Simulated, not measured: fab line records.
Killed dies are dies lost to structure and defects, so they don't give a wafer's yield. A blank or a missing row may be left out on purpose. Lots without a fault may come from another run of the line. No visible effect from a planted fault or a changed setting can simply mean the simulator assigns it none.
fab line records	flow nand-harc	part 1 of 2: steps 1 to 4 of 6
[record] lots = 23	wafers = 69	last-day = 24
route steps=1159 shown A_STAIRCASE@551
lots that met no fault: taken from a fault-free run of the same line
start-h: the number of hours between the record's first day and the start of the first shown wafer of the lot	wait-h: hours elapsed since this lot's preceding step	" identical to the entry in the row above	L1.1+2: several wafers, shown together as one row	- either no value or no given start	* or withheld: withheld	< > ~ a bound
route shown NAME@n: NAME is a module with steps in the file, n the number in the route of the first one	usual: the fault-free wafers' mean and standard deviation	same: alike in all rows	chamber/n: place in a boat	sites: per-site readings	_std_site: their standard deviation	_edge_site: inner sites' mean taken away from outer sites' mean	radius-mm: for every site, how far away it sits from the centre of the wafer	mask NAME#n: copy n	behind: tool/chamber where the wafer was last shaped	hold: reason for holding the lot/hours on hold/outcome of the hold	device: the n, p or np transistor that did not switch	end of line: tests run on the same wafers once the route is complete	for a step that has no rows: nothing shown but its recipe	killed: count of dies lost to structure and defects at first sort (not the wafer's yield)	map: per-die view of a wafer (x killed, . not killed, _ where there is no die)
set.NAME: setting as actually run; set.NAME@STEP: the setting as run at that earlier step	model.NAME: the simulator's own value behind a step, which no gauge read
steps of the route over a sample of lots; a table a step, a row a wafer
services: the hour from which a tool's chamber was out of use, counted from the record's first day as start-h (under 0 if before that day), plus the number of hours and why
[[steps]]
[step NHARC_A_STAIRCASE_ETCH_15]
[recipe] target-depth-a = 1000	time-s = 40.5	ion-energy-ev = 400	c4f8-flow-sccm = 20	o2-flow-sccm = 10	ar-flow-sccm = withheld	rf-w = 600	bias-w = 1000	chemistry = C4F8/O2
[usual] bias-w = 1000/3	oes-product-au = 0.936/0.013	rf-vpp-V = 896/5
lot.wafer	tool	chamber	start-h	wait-h	bias-w	oes-product-au	rf-hours-counter-h	rf-vpp-V
L074.1	rie-diel-13	0	-	-	1000	0.935	44	900
L074.5	"	2	"	"	1003	0.929	-	892
L074.4	"	0	"	"	1002	0.926	-	899
L075.4	rie-diel-08	0	-	-	1001	0.934	48	894
L075.2	"	1	"	"	1003	0.941	47	891
L075.6	"	2	"	"	998	0.924	-	896
L077.4	rie-diel-08	0	-	-	998	0.934	49	895
L077.6	"	1	"	"	995	0.941	-	889
L077.5	"	2	"	"	998	0.943	-	897
L076.3	rie-diel-13	3	-	-	996	0.941	51	895
L076.4	"	0	"	"	1001	0.930	49	900
L076.5	"	2	"	"	998	0.919	-	891
L078.2	rie-diel-13	3	-	-	1000	0.945	51	895
L078.1	"	1	"	"	1002	0.938	50	906
L078.6	"	2	"	"	997	0.930	-	890
L081.3	rie-diel-13	3	-	-	1004	0.933	57	896
L081.2	"	1	"	"	1001	0.911	56	905
L081.5	"	2	"	"	997	0.924	-	891
L080.2	rie-diel-13	1	-	-	998	0.906	56	904
L080.1	"	3	"	"	1001	0.941	57	894
L080.6	"	1	"	"	1002	0.913	-	904
L079.4	rie-diel-13	2	-	-	994	0.935	62	891
L079.2	"	0	"	"	1002	0.943	53	898
L079.6	"	3	"	"	996	0.959	-	896
L082.3	rie-diel-13	1	-	-	1006	0.918	59	905
L082.1	"	2	"	"	1003	0.938	62	891
L082.6	"	0	"	"	994	0.948	-	899
L083.1	rie-diel-13	3	-	-	998	0.953	1	894
L083.3	"	0	"	"	999	0.940	1	899
L083.5	"	3	"	"	1001	0.957	-	896
L086.4	rie-diel-09	1	-	-	1002	0.922	19	897
L086.2	"	2	"	"	1005	0.939	18	901
L086.5	"	3	"	"	1003	0.935	-	899
L084.4	rie-diel-09	2	-	-	1001	0.930	19	899
L084.1	"	3	"	"	1007	0.939	16	897
L084.2	"	0	"	"	999	0.914	18	886
L087.4	rie-diel-13	3	-	-	996	0.944	8	895
L087.6	"	0	"	"	998	0.927	-	899
L087.5	"	1	"	"	1003	0.936	-	905
L089.1	rie-diel-08	2	-	-	1000	0.924	3	894
L089.5	"	1	"	"	998	0.947	-	891
L089.6	"	2	"	"	1002	0.935	-	895
L085.1	rie-diel-13	3	-	-	998	0.964	11	893
L085.3	"	1	"	"	997	0.949	11	905
L085.5	"	3	"	"	994	0.961	-	895
L091.3	rie-diel-08	1	-	-	997	0.940	6	891
L091.6	"	0	"	"	996	0.925	-	896
L091.5	"	1	"	"	1000	0.952	-	891
L088.4	rie-diel-08	2	-	-	1004	0.921	6	895
L088.3	"	3	"	"	999	0.936	7	895
L088.6	"	1	"	"	1000	0.938	-	890
L090.1	rie-diel-09	3	-	-	1001	0.946	23	898
L090.3	"	1	"	"	996	0.913	27	895
L090.2	"	2	"	"	1004	0.925	26	901
L092.1	rie-diel-09	0	-	-	1003	0.915	32	888
L092.3	"	1	"	"	1000	0.919	33	896
L092.4	"	2	"	"	998	0.934	34	902
L093.2	rie-diel-08	1	-	-	1000	0.945	13	888
L093.4	"	3	"	"	1001	0.944	13	893
L093.6	"	0	"	"	999	0.937	-	893
L096.1	rie-diel-13	3	-	-	1000	0.952	29	895
L096.3	"	0	"	"	1000	0.940	30	899
L096.5	"	1	"	"	1005	0.945	-	903
L095.4	rie-diel-09	0	-	-	1000	0.941	40	887
L095.2	"	1	"	"	998	0.946	40	894
L095.6	"	0	"	"	999	0.939	-	887
L097.2	rie-diel-09	1	-	-	999	0.928	45	895
L097.3	"	3	"	"	1001	0.957	46	898
L097.1	"	0	"	"	1003	0.922	45	887
[step NHARC_A_STAIRCASE_ETCH_17]
[recipe] target-depth-a = 1000	time-s = 40.5	ion-energy-ev = 400	c4f8-flow-sccm = 20	o2-flow-sccm = 10	ar-flow-sccm = withheld	rf-w = 600	bias-w = 1000	chemistry = C4F8/O2
[usual] bias-w = 1000/3.1	oes-product-au = 0.938/0.012	rf-vpp-V = 896/4.8
lot.wafer	tool	chamber	start-h	wait-h	bias-w	oes-product-au	rf-hours-counter-h	rf-vpp-V
L074.1	rie-diel-13	0	-	-	1001	0.936	44	901
L074.5	"	0	"	"	998	0.938	-	900
L074.4	"	2	"	"	1000	0.932	-	892
L075.2	rie-diel-08	1	-	-	1001	0.946	47	890
L075.4	"	2	"	"	1001	0.930	46	895
L075.6	"	3	"	"	1000	0.938	-	894
L077.4	rie-diel-08	3	-	-	999	0.942	48	893
L077.5	"	2	"	"	1002	0.945	-	895
L077.6	"	3	"	"	1003	0.950	-	894
L076.3	rie-diel-13	1	-	-	1000	0.925	49	904
L076.4	"	3	"	"	1003	0.953	51	896
L076.5	"	2	"	"	1001	0.934	-	892
L078.2	rie-diel-13	1	-	-	996	0.919	50	906
L078.1	"	0	"	"	1002	0.923	50	901
L078.6	"	2	"	"	995	0.938	-	890
L081.2	rie-diel-13	1	-	-	1004	0.916	56	905
L081.3	"	2	"	"	1001	0.924	59	891
L081.5	"	1	"	"	1001	0.924	-	904
L080.1	rie-diel-13	3	-	-	997	0.940	57	896
L080.2	"	1	"	"	1001	0.921	56	905
L080.6	"	2	"	"	998	0.930	-	890
L079.2	rie-diel-13	2	-	-	999	0.938	62	891
L079.4	"	3	"	"	997	0.960	60	896
L079.6	"	2	"	"	996	0.944	-	892
L082.3	rie-diel-13	3	-	-	995	0.951	60	896
L082.1	"	1	"	"	997	0.929	59	904
L082.6	"	3	"	"	992	0.947	-	896
L083.3	rie-diel-13	3	-	-	999	0.940	1	896
L083.1	"	0	"	"	997	0.941	1	898
L083.5	"	0	"	"	998	0.950	-	899
L086.4	rie-diel-09	3	-	-	1002	0.934	16	900
L086.2	"	1	"	"	997	0.941	20	894
L086.5	"	2	"	"	1002	0.937	-	899
L084.1	rie-diel-09	1	-	-	997	0.927	20	897
L084.2	"	3	"	"	1000	0.941	16	899
L084.4	"	0	"	"	1004	0.914	18	889
L087.4	rie-diel-13	3	-	-	1005	0.939	8	895
L087.5	"	2	"	"	1004	0.945	-	889
L087.6	"	3	"	"	999	0.948	-	895
L089.1	rie-diel-08	1	-	-	1003	0.955	3	889
L089.6	"	2	"	"	998	0.937	-	894
L089.5	"	3	"	"	999	0.932	-	892
L085.1	rie-diel-13	2	-	-	999	0.952	10	891
L085.3	"	0	"	"	1002	0.956	11	900
L085.5	"	3	"	"	1001	0.948	-	896
L091.3	rie-diel-08	2	-	-	998	0.918	6	894
L091.6	"	1	"	"	1003	0.938	-	889
L091.5	"	2	"	"	1002	0.935	-	894
L088.3	rie-diel-08	3	-	-	997	0.951	7	893
L088.4	"	0	"	"	1002	0.929	7	893
L088.6	"	1	"	"	1003	0.928	-	892
L090.2	rie-diel-09	0	-	-	998	0.932	29	887
L090.1	"	1	"	"	993	0.932	29	894
L090.3	"	3	"	"	1002	0.966	27	898
L093.4	rie-diel-08	0	-	-	998	0.927	13	894
L093.2	"	1	"	"	1005	0.929	13	890
L093.6	"	3	"	"	995	0.926	-	893
L092.4	rie-diel-09	3	-	-	1006	0.930	31	897
L092.3	"	0	"	"	997	0.923	32	887
L092.1	"	1	"	"	1002	0.935	34	895
L096.1	rie-diel-13	1	-	-	999	0.945	29	905
L096.3	"	2	"	"	993	0.961	28	890
L096.5	"	0	"	"	1003	0.941	-	898
L095.2	rie-diel-09	3	-	-	1006	0.938	41	899
L095.4	"	0	"	"	997	0.939	40	887
L095.6	"	2	"	"	1003	0.944	-	900
L097.2	rie-diel-09	3	-	-	1004	0.944	46	897
L097.3	"	0	"	"	1000	0.922	45	888
L097.1	"	1	"	"	999	0.936	45	895
[step NHARC_A_STAIRCASE_TRIM_196]
[recipe] time-s = 211.2	o2-flow-sccm = 500	ar-flow-sccm = 0	bias-w = 0	chemistry = O2
[usual] drypump-motor-current-A = 6.0/0.45	oes-product-au = 0.996/0.0097	rf-vpp-V = 57.7/0.96	showerhead-plenum-p-Torr = 3.50/0.13	throttle-valve-pct = 17.036/0.0084
[same] bias-w = 0
lot.wafer	tool	chamber	start-h	wait-h	drypump-motor-current-A	oes-product-au	rf-hours-counter-h	rf-vpp-V	showerhead-plenum-p-Torr	throttle-valve-pct
L074.4	rie-diel-09	3	241.83	0.1	5.3	0.993	58	59.3	3.62	17.038
L074.1	"	2	"	"	5.4	1.008	53	58.8	3.66	17.034
L074.5	"	0	"	"	5.8	0.989	-	57.8	3.32	17.024
L075.4	rie-diel-13	1	259.73	0.1	5.7	0.985	51	59.6	3.78	17.037
L075.2	"	2	"	"	6.4	0.995	54	55.3	3.39	17.034
L075.6	"	1	"	"	5.7	0.987	-	57.4	3.78	17.032
L076.3	rie-diel-13	3	262.87	0.3	5.4	1.008	53	58.5	3.51	17.033
L076.5	"	1	"	"	5.7	0.989	-	57.4	3.78	17.052
L076.4	"	3	"	"	5.4	1.023	-	57.1	3.51	17.044
L077.5	rie-diel-13	2	263.11	0.1	6.3	1.002	-	57.9	3.38	17.041
L077.4	"	3	"	"	5.4	1.011	-	57.4	3.51	17.044
L077.6	"	1	"	"	5.7	0.991	-	59.0	3.78	17.039
L078.2	rie-diel-09	0	263.93	0.1	5.8	0.972	0	58.7	3.32	17.037
L078.1	"	2	"	"	5.4	1.011	0	58.5	3.66	17.022
L078.6	"	0	"	"	5.8	0.983	-	57.7	3.32	17.032
L081.3	rie-diel-09	3	273.51	0.2	5.3	0.997	5	57.6	3.62	17.037
L081.2	"	0	"	"	5.8	0.990	5	58.4	3.32	17.036
L081.5	"	2	"	"	5.3	1.008	-	57.8	3.66	17.030
L080.2	rie-diel-08	3	273.79	0.1	6.4	0.998	57	57.7	3.46	17.043
L080.1	"	0	"	"	5.7	1.001	58	58.0	3.49	17.034
L080.6	"	0	"	"	5.7	0.986	-	57.5	3.49	17.030
L082.3	rie-diel-09	0	282.82	0.1	5.8	0.983	10	58.3	3.32	17.027
L082.1	"	1	"	"	6.8	0.972	11	58.3	3.51	17.043
L082.6	"	0	"	"	5.8	0.971	-	56.6	3.32	17.036
L079.2	rie-diel-09	0	283.13	0.1	5.8	0.983	10	58.0	3.32	17.038
L079.6	"	2	"	"	5.4	1.001	-	56.7	3.66	17.026
L079.4	"	0	"	"	5.8	0.981	-	58.1	3.32	17.042
L083.3	rie-diel-08	2	295.47	0.1	6.3	0.988	63	56.5	3.48	17.036
L083.1	"	0	"	"	5.7	1.004	65	59.7	3.49	17.034
L083.5	"	2	"	"	6.3	0.982	-	57.1	3.48	17.024
L086.4	rie-diel-08	2	312.54	0.1	6.3	0.990	0	57.6	3.48	17.015
L086.2	"	0	"	"	5.7	0.994	0	57.5	3.49	17.031
L086.5	"	3	"	"	6.4	0.995	-	57.8	3.46	17.036
L084.1	rie-diel-13	1	312.86	0.1	5.7	1.009	8	58.0	3.77	17.036
L084.2	"	3	"	"	5.4	1.018	8	57.3	3.50	17.050
L084.4	"	0	"	"	5.9	1.012	9	58.4	3.60	17.048
L087.4	rie-diel-09	0	317.27	0.1	5.8	0.978	22	56.8	3.31	17.022
L087.6	"	3	"	"	5.3	0.997	-	58.0	3.61	17.032
L087.5	"	0	"	"	5.8	0.975	-	58.0	3.31	17.036
L089.1	rie-diel-13	0	324.28	0.1	5.9	0.994	12	57.7	3.60	17.040
L089.6	"	1	"	"	5.7	0.995	-	58.4	3.77	17.029
L089.5	"	2	"	"	6.3	0.999	-	56.1	3.37	17.046
L085.1	rie-diel-08	0	325.66	0.1	5.7	0.994	6	58.2	3.48	17.028
L085.3	"	1	"	"	6.4	0.999	5	58.6	3.35	17.032
L085.5	"	1	"	"	6.4	1.004	-	57.1	3.35	17.037
L091.3	rie-diel-09	0	333.45	0.1	5.8	0.996	30	56.8	3.31	17.043
L091.5	"	1	"	"	6.8	0.988	-	58.4	3.50	17.039
L091.6	"	2	"	"	5.4	1.004	-	57.3	3.65	17.042
L088.4	rie-diel-08	3	333.55	0.1	6.4	1.004	10	57.3	3.45	17.033
L088.3	"	0	"	"	5.7	0.989	10	56.8	3.48	17.039
L088.6	"	0	"	"	5.7	0.985	-	56.7	3.48	17.040
L090.1	rie-diel-08	3	335.50	0.1	6.4	0.996	11	57.3	3.45	17.034
L090.2	"	1	"	"	6.4	1.000	11	56.7	3.35	17.057
L090.3	"	2	"	"	6.3	0.992	11	56.9	3.48	17.045
L093.4	rie-diel-13	0	344.08	0.1	5.9	1.012	24	56.4	3.59	17.034
L093.2	"	3	"	"	5.4	1.003	23	59.8	3.49	17.030
L093.6	"	0	"	"	5.9	1.007	-	59.1	3.59	17.021
L092.4	rie-diel-08	0	344.30	0.1	5.7	0.987	14	57.7	3.48	17.040
L092.3	"	1	"	"	6.5	0.994	14	56.8	3.35	17.031
L092.1	"	3	"	"	6.3	0.997	14	57.6	3.45	17.033
L096.3	rie-diel-08	1	365.69	0.1	6.4	1.000	20	57.1	3.35	17.021
L096.1	"	2	"	"	6.3	0.987	21	57.6	3.47	17.035
L096.5	"	1	"	"	6.4	0.994	-	56.6	3.35	17.027
L095.4	rie-diel-08	3	369.02	0.1	6.4	0.995	22	57.3	3.45	17.036
L095.2	"	0	"	"	5.7	0.989	21	58.0	3.48	17.032
L095.6	"	2	"	"	6.3	0.996	-	58.1	3.47	17.024
L097.2	rie-diel-13	1	387.98	0.1	5.7	0.991	37	59.5	3.75	17.055
L097.1	"	2	"	"	6.3	0.990	36	57.5	3.36	17.029
L097.3	"	0	"	"	5.9	1.000	36	59.6	3.59	17.040
[step NHARC_A_STAIRCASE_DESCUM_219]
[recipe] time-s = 3	o2-flow-sccm = 200	ar-flow-sccm = 0	bias-power-w = 0	chemistry = O2
[usual] drypump-motor-current-A = 6.1/0.41	oes-product-au = 0.996/0.009	rf-vpp-V = 57.6/0.93	showerhead-plenum-p-Torr = 1.88/0.058	throttle-valve-pct = 11.310/0.0098
[same] bias-power-w = 0
lot.wafer	tool	chamber	start-h	wait-h	drypump-motor-current-A	oes-product-au	rf-hours-counter-h	rf-vpp-V	showerhead-plenum-p-Torr	throttle-valve-pct
L074.1	rie-diel-08	2	244.40	-	6.3	0.993	43	59.0	1.89	11.308
L074.5	"	0	"	"	5.7	0.997	-	55.8	1.90	11.297
L074.4	"	2	"	"	6.3	0.984	-	57.0	1.89	11.339
L075.4	rie-diel-08	0	262.81	-	5.7	0.995	53	57.6	1.89	11.301
L075.2	"	1	"	"	6.5	1.002	51	56.8	1.82	11.312
L075.6	"	3	"	"	6.3	1.006	-	57.8	1.88	11.311
L076.3	rie-diel-08	0	266.16	-	5.6	1.001	54	57.2	1.89	11.320
L076.4	"	1	"	"	6.4	0.996	52	58.0	1.82	11.316
L076.5	"	1	"	"	6.4	1.002	-	57.1	1.82	11.310
L077.4	rie-diel-08	3	266.34	-	6.4	0.993	53	56.1	1.88	11.299
L077.5	"	2	"	"	6.3	0.978	-	57.1	1.89	11.312
L077.6	"	3	"	"	6.4	1.013	-	57.6	1.88	11.303
L078.2	rie-diel-13	1	266.63	-	5.7	0.986	54	58.6	2.06	11.325
L078.1	"	3	"	"	5.4	1.009	56	58.6	1.90	11.315
L078.6	"	1	"	"	5.7	0.981	-	58.4	2.06	11.319
L081.3	rie-diel-09	2	277.51	-	5.4	1.021	9	57.9	1.99	11.322
L081.2	"	0	"	"	5.7	0.978	8	58.0	1.79	11.320
L081.5	"	2	"	"	5.4	0.992	-	58.3	1.99	11.294
L080.2	rie-diel-09	3	278.78	-	5.3	0.995	8	57.4	1.96	11.300
L080.1	"	0	"	"	5.7	0.977	8	58.6	1.79	11.313
L080.6	"	3	"	"	5.3	1.002	-	57.7	1.96	11.313
L082.3	rie-diel-08	1	285.78	-	6.5	0.993	61	57.7	1.82	11.297
L082.1	"	2	"	"	6.3	0.984	61	58.4	1.89	11.319
L082.6	"	2	"	"	6.2	0.996	-	57.9	1.89	11.307
L079.2	rie-diel-08	3	286.32	-	6.3	1.000	63	57.0	1.87	11.305
L079.4	"	1	"	"	6.5	1.004	61	58.6	1.81	11.313
L079.6	"	3	"	"	6.4	1.009	-	57.8	1.87	11.313
L083.3	rie-diel-08	1	297.92	-	6.5	0.993	64	56.9	1.81	11.313
L083.1	"	2	"	"	6.3	0.982	63	57.4	1.89	11.302
L083.5	"	0	"	"	5.7	0.995	-	59.3	1.89	11.333
L086.4	rie-diel-08	1	315.13	-	6.5	1.000	1	57.9	1.81	11.305
L086.2	"	2	"	"	6.3	0.983	1	58.0	1.89	11.303
L086.5	"	2	"	"	6.3	0.995	-	57.0	1.89	11.310
L084.4	rie-diel-08	3	315.53	-	6.4	1.015	1	56.8	1.87	11.313
L084.2	"	0	"	"	5.6	0.989	1	56.2	1.89	11.313
L084.1	"	2	"	"	6.3	0.996	1	57.4	1.89	11.316
L087.4	rie-diel-08	2	320.45	-	6.3	0.996	3	57.7	1.88	11.301
L087.5	"	2	"	"	6.3	1.001	-	56.3	1.89	11.325
L087.6	"	3	"	"	6.4	1.001	-	58.3	1.87	11.297
L089.1	rie-diel-13	2	327.48	-	6.3	1.008	14	57.2	1.82	11.303
L089.6	"	1	"	"	5.7	1.005	-	56.7	2.05	11.308
L089.5	"	2	"	"	6.3	1.009	-	55.2	1.82	11.308
L085.1	rie-diel-08	2	328.38	-	6.3	0.993	7	59.6	1.88	11.315
L085.3	"	3	"	"	6.3	0.989	7	57.3	1.87	11.295
L085.5	"	0	"	"	5.7	0.993	-	57.4	1.89	11.296
L088.3	rie-diel-13	0	336.20	-	5.9	0.999	20	58.3	1.95	11.317
L088.4	"	1	"	"	5.7	1.000	19	58.8	2.05	11.320
L088.6	"	1	"	"	5.7	0.997	-	57.9	2.05	11.304
L091.3	rie-diel-08	1	337.41	-	6.5	0.990	12	57.6	1.81	11.314
L091.6	"	3	"	"	6.3	0.989	-	56.8	1.87	11.296
L091.5	"	0	"	"	5.7	0.991	-	57.2	1.89	11.335
L090.3	rie-diel-08	0	338.42	-	5.6	0.993	12	57.9	1.89	11.310
L090.2	"	2	"	"	6.3	0.997	12	58.2	1.88	11.303
L090.1	"	3	"	"	6.4	0.995	12	57.6	1.87	11.317
L093.4	rie-diel-08	2	346.66	-	6.3	0.987	15	57.5	1.88	11.297
L093.2	"	1	"	"	6.4	0.989	15	57.0	1.81	11.291
L093.6	"	2	"	"	6.3	0.989	-	57.9	1.88	11.317
L092.4	rie-diel-09	3	346.99	-	5.3	0.996	33	58.1	1.96	11.313
L092.3	"	0	"	"	5.7	0.986	34	56.4	1.78	11.336
L092.1	"	1	"	"	6.7	0.990	35	57.6	1.89	11.312
L096.3	rie-diel-08	3	368.92	-	6.3	0.998	22	56.3	1.87	11.299
L096.1	"	1	"	"	6.4	1.004	21	58.5	1.81	11.303
L096.5	"	2	"	"	6.3	0.987	-	58.0	1.88	11.312
L095.4	rie-diel-08	2	371.59	-	6.3	1.000	24	57.6	1.88	11.304
L095.2	"	0	"	"	5.7	0.986	22	58.4	1.88	11.318
L095.6	"	2	"	"	6.3	0.981	-	58.1	1.88	11.314
L097.1	rie-diel-08	3	390.55	-	6.3	0.996	29	57.9	1.86	11.318
L097.3	"	0	"	"	5.7	0.990	27	58.1	1.88	11.302
L097.2	"	2	"	"	6.2	1.004	29	55.6	1.88	11.306
